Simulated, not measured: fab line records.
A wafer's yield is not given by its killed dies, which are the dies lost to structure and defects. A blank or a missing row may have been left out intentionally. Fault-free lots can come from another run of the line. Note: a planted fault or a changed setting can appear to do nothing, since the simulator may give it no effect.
fab line records | flow nandHarc
record lots=12 | wafers=36 | lastDay=35
route steps=1302 shown P_M1@299 P_M2@318 END@1302
lots that met no fault: from a run of the same line without faults
startH: start of the lot's first displayed wafer, in hours after the record's first day | waitH: hours since the lot's step before | " the same as in the row above | L1.1+2: a single row standing in for several wafers | - value missing, or start not given | * or withheld: withheld | < > ~ a bound
route shown NAME@n: NAME is a module with steps in the file, n the number in the route of the first one | usual: mean/standard deviation of fault-free wafers | same: alike in all rows | chamber/n: place in a boat | sites: readings site by site | _std_site: the standard deviation of these | _edge_site: the outer-site mean with the inner-site mean subtracted | radiusMm: for every site, how far away it sits from the centre of the wafer | mask NAME#n: copy n | behind: the last tool/chamber to shape the wafer | hold: what put the lot on hold/how long, in hours/how the hold closed | device: which transistor (n, p or np) failed to switch | end of line: the route-end tests of the same wafers | where a step has no rows: the recipe by itself | killed: the dies lost at the first sort to structure and to defects; this is not the yield of the wafer | map: shows each die of a wafer: x if killed, . if not, _ if none is there
set.NAME: the setting as run; set.NAME@STEP: as run at that earlier step | model.NAME: the simulator's own value behind a step, which no gauge read
the route's steps for a sample of lots (tables are steps, rows are wafers)
services: the hour from which a tool's chamber was out of use, counted from the record's first day as startH (under 0 if before that day), plus the number of hours and why
## steps
# step NHARC_P_M1_ETCH_35
# recipe targetDepthA=400 | overetchA=120 | timeS=43.94 | ionEnergyEv=200 | n2FlowSccm=150 | h2FlowSccm=150 | arFlowSccm=0 | rfW=400 | biasW=150 | chemistry=N2/H2
# usual drypumpMotorCurrentA=5.8/0.56 | oesProductAu=1.001/0.0083 | rfVppV=429.0/2.3 | showerheadPlenumPTorr=1.99/0.076 | throttleValvePct=14.172/0.0087
lot.wafer | tool       | chamber | startH | waitH | drypumpMotorCurrentA | oesProductAu | rfHoursCounterH | rfVppV | showerheadPlenumPTorr | throttleValvePct
L343.3    | rieDiel-12 | 3       | 127.76 | 0.1   | 5.1                  | 1.004        | 1               | 427.5  | 1.90                  | 14.171
L343.2    | "          | 0       | "      | "     | 6.0                  | 1.004        | 2               | 429.3  | 1.99                  | 14.171
L343.6    | "          | 3       | "      | "     | 5.1                  | 1.010        | -               | 426.1  | 1.90                  | 14.174
L345.1    | rieDiel-08 | 0       | 148.57 | 0.3   | 5.8                  | 1.011        | 8               | 425.9  | 1.91                  | 14.174
L345.3    | "          | 1       | "      | "     | 6.8                  | 1.015        | 8               | 431.3  | 2.06                  | 14.188
L345.4    | "          | 1       | "      | "     | 6.8                  | 1.008        | -               | 432.2  | 2.06                  | 14.159
L346.3    | rieDiel-12 | 2       | 158.66 | 0.1   | 5.2                  | 1.010        | 5               | 428.2  | 1.96                  | 14.162
L346.4    | "          | 3       | "      | "     | 5.1                  | 1.011        | 4               | 425.4  | 1.90                  | 14.158
L346.6    | "          | 3       | "      | "     | 5.1                  | 1.008        | -               | 427.6  | 1.90                  | 14.180
L348.1    | rieDiel-12 | 1       | 174.80 | 0.1   | 6.6                  | 1.008        | 6               | 431.0  | 2.03                  | 14.157
L348.2    | "          | 2       | "      | "     | 5.2                  | 1.020        | 6               | 427.2  | 1.96                  | 14.168
L348.4    | "          | 3       | "      | "     | 5.1                  | 1.019        | 6               | 425.4  | 1.90                  | 14.175
L349.4    | rieDiel-12 | 2       | 186.51 | 0.1   | 5.2                  | 1.009        | 8               | 427.4  | 1.96                  | 14.177
L349.5    | "          | 3       | "      | "     | 5.1                  | 0.995        | -               | 425.9  | 1.90                  | 14.170
L349.6    | "          | 0       | "      | "     | 6.0                  | 1.005        | -               | 429.4  | 1.99                  | 14.165
L350.2    | rieDiel-12 | 2       | 202.60 | 0.1   | 5.2                  | 1.002        | 9               | 427.4  | 1.96                  | 14.181
L350.6    | "          | 1       | "      | "     | 6.6                  | 0.990        | -               | 430.6  | 2.03                  | 14.175
L350.5    | "          | 2       | "      | "     | 5.2                  | 0.987        | -               | 428.9  | 1.96                  | 14.171
L351.1    | rieDiel-12 | 2       | 202.84 | 0.1   | 5.2                  | 1.002        | 9               | 427.5  | 1.96                  | 14.172
L351.4    | "          | 3       | "      | "     | 5.1                  | 0.993        | 8               | 426.4  | 1.90                  | 14.176
L351.2    | "          | 0       | "      | "     | 6.0                  | 1.003        | 9               | 428.0  | 1.99                  | 14.175
L356.4    | rieDiel-12 | 1       | 258.76 | 0.1   | 6.6                  | 0.990        | 13              | 431.1  | 2.02                  | 14.163
L356.2    | "          | 3       | "      | "     | 5.1                  | 0.996        | 12              | 425.2  | 1.89                  | 14.179
L356.5    | "          | 2       | "      | "     | 5.2                  | 0.998        | -               | 429.7  | 1.96                  | 14.181
L362.3    | rieDiel-12 | 3       | 320.22 | 0.1   | 5.1                  | 0.998        | 2               | 426.4  | 1.89                  | 14.187
L362.5    | "          | 1       | "      | "     | 6.6                  | 0.994        | -               | 429.5  | 2.02                  | 14.184
L362.6    | "          | 2       | "      | "     | 5.2                  | 0.995        | -               | 428.5  | 1.96                  | 14.172
L364.1    | rieDiel-08 | 0       | 333.09 | 0.1   | 5.8                  | 1.004        | 9               | 426.3  | 1.91                  | 14.162
L364.2    | "          | 2       | "      | "     | 6.0                  | 0.991        | 9               | 429.7  | 2.00                  | 14.174
L364.5    | "          | 0       | "      | "     | 5.8                  | 0.997        | -               | 426.0  | 1.91                  | 14.183
L365.1    | rieDiel-12 | 1       | 346.71 | 0.1   | 6.6                  | 0.998        | 5               | 429.5  | 2.02                  | 14.171
L365.2    | "          | 2       | "      | "     | 5.2                  | 0.991        | 5               | 427.3  | 1.95                  | 14.175
L365.3    | "          | 3       | "      | "     | 5.1                  | 0.995        | 6               | 427.2  | 1.89                  | 14.174
L366.2    | rieDiel-12 | 0       | 364.69 | 0.1   | 6.0                  | 1.015        | 7               | 430.6  | 1.98                  | 14.159
L366.3    | "          | 1       | "      | "     | 6.6                  | 0.999        | 7               | 429.9  | 2.02                  | 14.161
L366.5    | "          | 3       | "      | "     | 5.1                  | 0.999        | -               | 426.2  | 1.89                  | 14.177
# step NHARC_P_M1_PVD_21
# recipe targetThkA=300 | chamberPressurePa=5 | powerW=5000 | substrateTempC=30 | timeS=20.49 | material=Cu
# usual substrateTempC=30.01/0.11 | throttleValvePct=30.0/1.1
lot.wafer | tool          | chamber | startH | waitH | substrateTempC | throttleValvePct
L343.3    | pvdSputter-03 | -       | -      | -     | 29.94          | 31.6
L343.2    | "             | -       | "      | "     | 30.17          | 29.5
L343.6    | "             | -       | "      | "     | 29.94          | 31.4
L345.1    | pvdSputter-01 | -       | -      | -     | 30.08          | 30.3
L345.3    | "             | -       | "      | "     | 29.97          | 29.8
L345.4    | "             | -       | "      | "     | 30.07          | 28.6
L346.3    | pvdSputter-03 | -       | -      | -     | 29.92          | 31.5
L346.4    | "             | -       | "      | "     | 29.95          | 31.8
L346.6    | "             | -       | "      | "     | 29.91          | 28.9
L348.1    | pvdSputter-02 | -       | -      | -     | 30.04          | 29.4
L348.2    | "             | -       | "      | "     | 30.20          | 31.2
L348.4    | "             | -       | "      | "     | 30.02          | 30.4
L349.4    | pvdSputter-01 | -       | -      | -     | 30.22          | 29.9
L349.5    | "             | -       | "      | "     | 30.06          | 30.5
L349.6    | "             | -       | "      | "     | 30.05          | 29.5
L350.2    | pvdSputter-03 | -       | -      | -     | 30.18          | 27.7
L350.5    | "             | -       | "      | "     | 29.92          | 31.8
L350.6    | "             | -       | "      | "     | 29.93          | 31.5
L351.4    | pvdSputter-02 | -       | -      | -     | 29.96          | 30.8
L351.2    | "             | -       | "      | "     | 29.99          | 29.0
L351.1    | "             | -       | "      | "     | 29.96          | 31.1
L356.4    | pvdSputter-02 | -       | -      | -     | 29.85          | 30.6
L356.2    | "             | -       | "      | "     | 29.91          | 28.7
L356.5    | "             | -       | "      | "     | 29.86          | 30.7
L362.3    | pvdSputter-03 | -       | -      | -     | 30.14          | 31.5
L362.5    | "             | -       | "      | "     | 30.06          | 29.3
L362.6    | "             | -       | "      | "     | 30.11          | 27.6
L364.1    | pvdSputter-01 | -       | -      | -     | 30.15          | 29.7
L364.2    | "             | -       | "      | "     | 29.94          | 30.1
L364.5    | "             | -       | "      | "     | 29.80          | 28.7
L365.1    | pvdSputter-03 | -       | -      | -     | 29.99          | 31.8
L365.2    | "             | -       | "      | "     | 30.10          | 31.6
L365.3    | "             | -       | "      | "     | 30.00          | 29.6
L366.3    | pvdSputter-01 | -       | -      | -     | 30.19          | 29.7
L366.2    | "             | -       | "      | "     | 30.06          | 28.7
L366.5    | "             | -       | "      | "     | 30.14          | 29.8
# step NHARC_P_M1_PRE_CLEAN_32
# recipe timeS=12 | tempC=370 | rfPowerW=300 | gas=NH3
# usual heaterPowerOuterW=373/47 | heaterPowerW=638/80
lot.wafer | tool     | chamber | startH | waitH | heaterPowerOuterW | heaterPowerW
L343.2    | pecvd-04 | 1       | 130.40 | 0.1   | 335               | 623
L343.3    | "        | 2       | "      | "     | 408               | 724
L343.6    | "        | 2       | "      | "     | 411               | 735
L345.1    | pecvd-04 | 0       | 151.63 | 0.1   | 446               | 749
L345.3    | "        | 2       | "      | "     | 411               | 750
L345.4    | "        | 0       | "      | "     | 447               | 748
L346.3    | pecvd-02 | 1       | 161.22 | 0.1   | 311               | 566
L346.4    | "        | 0       | "      | "     | 468               | 793
L346.6    | "        | 1       | "      | "     | 315               | 560
L348.2    | pecvd-04 | 1       | 177.37 | 0.1   | 347               | 625
L348.1    | "        | 2       | "      | "     | 390               | 694
L348.4    | "        | 0       | "      | "     | 475               | 801
L349.4    | pecvd-02 | 0       | 189.09 | 0.1   | 419               | 748
L349.6    | "        | 1       | "      | "     | 371               | 615
L349.5    | "        | 2       | "      | "     | 356               | 655
L350.2    | pecvd-02 | 0       | 205.17 | 0.1   | 432               | 763
L350.6    | "        | 1       | "      | "     | 354               | 605
L350.5    | "        | 2       | "      | "     | 441               | 752
L351.2    | pecvd-04 | 0       | 205.46 | 0.1   | 403               | 693
L351.1    | "        | 2       | "      | "     | 434               | 747
L351.4    | "        | 2       | "      | "     | 410               | 731
L356.2    | pecvd-03 | 0       | 261.34 | 0.1   | 368               | 602
L356.4    | "        | 2       | "      | "     | 320               | 556
L356.5    | "        | 0       | "      | "     | 366               | 590
L362.3    | pecvd-03 | 1       | 323.09 | 0.3   | 373               | 638
L362.5    | "        | 0       | "      | "     | 388               | 635
L362.6    | "        | 2       | "      | "     | 280               | 492
L364.2    | pecvd-04 | 0       | 335.64 | 0.1   | 422               | 709
L364.1    | "        | 2       | "      | "     | 422               | 748
L364.5    | "        | 2       | "      | "     | 423               | 760
L365.2    | pecvd-03 | 2       | 349.34 | 0.1   | 288               | 511
L365.3    | "        | 0       | "      | "     | 400               | 620
L365.1    | "        | 1       | "      | "     | 321               | 559
L366.3    | pecvd-02 | 1       | 367.24 | 0.1   | 353               | 591
L366.2    | "        | 0       | "      | "     | 401               | 761
L366.5    | "        | 1       | "      | "     | 358               | 597
# step NHARC_P_M2_DEP_00
# recipe targetThkA=1825 | targetThkNm=182.5 | tempC=withheld | pressureTorr=5 | flowSccm=200 | rfW=600 | material=SiOC
# usual chamberPressureTorr=4.998/0.012
lot.wafer | tool     | chamber | startH | waitH | chamberPressureTorr
L343.2    | pecvd-03 | 2       | 130.88 | -     | 4.990
L343.3    | "        | 0       | "      | "     | 5.000
L343.6    | "        | 0       | "      | "     | 5.002
L345.3    | pecvd-03 | 1       | 152.17 | -     | 5.006
L345.1    | "        | 2       | "      | "     | 5.010
L345.4    | "        | 2       | "      | "     | 4.991
L346.3    | pecvd-03 | 1       | 161.70 | -     | 4.995
L346.6    | "        | 1       | "      | "     | 5.007
L346.4    | "        | 2       | "      | "     | 4.987
L348.2    | pecvd-03 | 0       | 177.89 | -     | 5.018
L348.1    | "        | 1       | "      | "     | 4.983
L348.4    | "        | 1       | "      | "     | 4.978
L349.5    | pecvd-04 | 0       | 189.68 | -     | 4.990
L349.4    | "        | 1       | "      | "     | 5.009
L349.6    | "        | 2       | "      | "     | 5.004
L350.2    | pecvd-02 | 2       | 205.73 | -     | 4.984
L350.6    | "        | 0       | "      | "     | 5.012
L350.5    | "        | 1       | "      | "     | 4.996
L350.2    | pecvd-02 | 2       | 206.30 | -     | 4.996
L350.6    | "        | 0       | "      | "     | 5.008
L350.5    | "        | 1       | "      | "     | 4.997
L351.2    | pecvd-04 | 1       | 205.93 | -     | 4.997
L351.1    | "        | 2       | "      | "     | 5.009
L351.4    | "        | 2       | "      | "     | 5.008
L356.2    | pecvd-02 | 2       | 261.89 | -     | 4.991
L356.5    | "        | 0       | "      | "     | 4.974
L356.4    | "        | 1       | "      | "     | 5.001
L356.2    | pecvd-02 | 2       | 262.49 | -     | 4.993
L356.5    | "        | 0       | "      | "     | 4.990
L356.4    | "        | 1       | "      | "     | 5.015
L362.3    | pecvd-03 | 0       | 323.75 | -     | 5.000
L362.6    | "        | 0       | "      | "     | 5.003
L362.5    | "        | 2       | "      | "     | 4.991
L364.2    | pecvd-03 | 0       | 336.18 | -     | 4.990
L364.1    | "        | 1       | "      | "     | 4.992
L364.5    | "        | 2       | "      | "     | 4.987
L365.3    | pecvd-03 | 1       | 349.81 | -     | 5.006
L365.2    | "        | 2       | "      | "     | 4.988
L365.1    | "        | 0       | "      | "     | 5.010
L366.3    | pecvd-04 | 2       | 367.78 | -     | 4.993
L366.2    | "        | 0       | "      | "     | 4.991
L366.5    | "        | 0       | "      | "     | 4.997
# step NHARC_END_SORT_01
# recipe tempC=25
# usual defectLimitedYield=92.9/2.4 | killedAtArray=44/16 | killedAtOther=0.6/1.1 | killedAtPeriphery=3.9/2.6 | killedDies=48/16 | killedOpen=3.1/1.9 | killedShort=2.4/1.8 | sort_bin_2_pct=2.6/1 | sort_bin_3_pct=0.6/0.39 | sort_bin_4_pct=4.0/1.4 | sortNPass=629/16 | sortRimYieldPct=89/4.3 | sortYieldPct=92.9/2.4
# same grossDies=677 | sort_bin_5_pct[%]=0 | sort_bin_6_pct[%]=0 | sort_bin_7_pct[%]=0 | sort_bin_8_pct[%]=0 | sortRimNGross=106.00
lot.wafer | tool      | chamber | startH | waitH | defectLimitedYield[%] | killedAtArray | killedAtOther | killedAtPeriphery | killedDies | killedOpen | killedShort | sort_bin_2_pct[%] | sort_bin_3_pct[%] | sort_bin_4_pct[%] | sortNPass | sortRimYieldPct[%] | sortYieldPct[%]
L350.2    | prober-01 | 0       | 639.54 | 2.8   | 0                     | 44            | 0             | 633               | 677        | 0          | 2           | 95.1              | 1.0               | 3.8               | 0         | 0                  | 0
L350.5    | prober-01 | 0       | 641.97 | 3.7   | 0                     | 45            | 2             | 630               | 677        | 2          | 4           | 95.3              | 0.1               | 4.6               | 0         | 0                  | 0
L350.6    | prober-01 | 0       | 642.78 | 4.0   | 0                     | 29            | 0             | 648               | 677        | 1          | 2           | 97.0              | 0.4               | 2.5               | 0         | 0                  | 0
L356.2    | prober-01 | 0       | 695.93 | 2.8   | 0                     | 38            | 0             | 639               | 677        | 7          | 2           | 95.9              | 0.1               | 4.0               | 0         | 0                  | 0
L356.4    | prober-01 | 0       | 697.54 | 3.4   | 0                     | 38            | 1             | 638               | 677        | 3          | 2           | 95.3              | 0.9               | 3.8               | 0         | 0                  | 0
L356.5    | prober-01 | 0       | 698.34 | 3.7   | 0                     | 40            | 0             | 637               | 677        | 1          | 4           | 96.5              | 0.9               | 2.7               | 0         | 0                  | 0
# killed by level:class
L350.2 P_M2:areaDep=629 A_SLIT:chamberFilmFlake=15 A_CHANNEL_HOLE_D2:chamberFilmFlake=9 A_SGD_CUT:chamberFilmFlake=4 A_CONTACT:chamberFilmFlake=4 A_CHANNEL_HOLE_D1:chamberFilmFlake=3 A_STAIRCASE:chamberFilmFlake=3 A_CHANNEL_FILL_D1:geometricParticle:short=2
L350.5 P_M2:areaDep=628 A_SLIT:chamberFilmFlake=15 A_CHANNEL_HOLE_D2:chamberFilmFlake=8 A_STAIRCASE:chamberFilmFlake=4 A_CONTACT:chamberFilmFlake=4 A_ONON_D1:geometricParticle:short=2 A_CHANNEL_HOLE_D1:chamberFilmFlake=2 A_SGD_CUT:chamberFilmFlake=2
L350.6 P_M2:areaDep=646 A_SLIT:chamberFilmFlake=14 A_STAIRCASE:chamberFilmFlake=5 A_WL_FILL:chamberFilmFlake=3 A_CHANNEL_HOLE_D1:chamberFilmFlake=2 A_CHANNEL_HOLE_D2:chamberFilmFlake=2 P_GATE:geometricParticle:open=1 A_SGD_CUT:geometricParticle:short=1
L356.2 P_M2:areaDep=629 A_SLIT:chamberFilmFlake=18 A_CONTACT:chamberFilmFlake=7 P_GATE:chamberFilmFlake=5 P_M0:geometricParticle:open=3 A_DECK1_JOINT:chamberFilmFlake=3 P_CONTACT:geometricParticle:open=2 A_CHANNEL_FILL_D1:geometricParticle:open=1
L356.4 P_M2:areaDep=633 A_SLIT:chamberFilmFlake=21 A_CONTACT:chamberFilmFlake=5 P_STI:chamberFilmFlake=3 A_CHANNEL_HOLE_D1:chamberFilmFlake=3 P_GATE:chamberFilmFlake=2 A_CHANNEL_HOLE_D1:geometricParticle:short=1 A_CHANNEL_FILL_D1:geometricParticle:open=1
L356.5 P_M2:areaDep=633 A_SLIT:chamberFilmFlake=21 A_CONTACT:chamberFilmFlake=5 A_CHANNEL_HOLE_D1:chamberFilmFlake=4 A_CHANNEL_FILL_D2:chamberFilmFlake=3 A_WL_FILL:chamberFilmFlake=2 P_CONTACT:geometricParticle:short=1 A_ONON_D1:geometricParticle:short=1
## services
tool          | chamber | startH | hours | kind
pvdSputter-02 | -       | 104.06 | 10.0  | pm
rieDiel-12    | 2       | 108.70 | 1.2   | repair
pvdSputter-03 | -       | 119.46 | 2.5   | repair
rieDiel-12    | 3       | 120.15 | 6.4   | repair
pecvd-02      | -       | 130.30 | 1.1   | repair
pvdSputter-02 | -       | 141.91 | 3.6   | repair
rieDiel-12    | -       | 157.70 | 0.3   | repair
pvdSputter-03 | -       | 170.06 | 10.0  | pm
pecvd-02      | -       | 172.42 | 13.8  | repair
pecvd-03      | 2       | 182.11 | 6.1   | repair
pecvd-03      | -       | 186.02 | 13.0  | pm
pvdSputter-01 | -       | 202.15 | 8.3   | repair
rieDiel-12    | 1       | 219.83 | 6.2   | repair
pvdSputter-01 | -       | 226.04 | 10.0  | pm
pecvd-02      | -       | 227.09 | 13.0  | pm
rieDiel-12    | 2       | 231.31 | 7.1   | repair
rieDiel-12    | 3       | 232.37 | 7.8   | repair
rieDiel-12    | 1       | 237.71 | 3.6   | repair
pvdSputter-01 | -       | 243.21 | 0.9   | repair
rieDiel-12    | -       | 268.40 | 9.0   | pm
pecvd-04      | -       | 269.49 | 13.0  | pm
rieDiel-12    | 1       | 333.23 | 5.4   | repair
pvdSputter-03 | -       | 348.06 | 10.0  | pm
pecvd-03      | -       | 367.02 | 13.0  | pm
## key
firstSign step=NHARC_P_M2_DEP_00 | reading=visit | direction=added
effect step=NHARC_END_SORT_01 | reading=killedAtPeriphery | direction=up | sigmas=99+ | usual=3.9 | struck=637.5
moreKillsBornAt NHARC_P_M2_DEP_00@pecvd-02=3798
metAt NHARC_P_M2_DEP_00
struckLots L350,L356
laterRowsLeftOut L350.2,L350.5,L350.6,L356.2,L356.4,L356.5
notActingAt NHARC_P_M1_ETCH_35,NHARC_P_M1_PVD_21,NHARC_P_M1_PRE_CLEAN_32
fault kind=repeatedStepWhole | tool=pecvd-02,pecvd-03,pecvd-04 | chamber=- | onsetH=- | steps=NHARC_P_M2_DEP_00 | times=1 | scope=struckLotsOnly
# laterRowsLeftOut: the simulator's readings of these wafers behind a module that went badly wrong aren't trusted and aren't shown, but for the sort
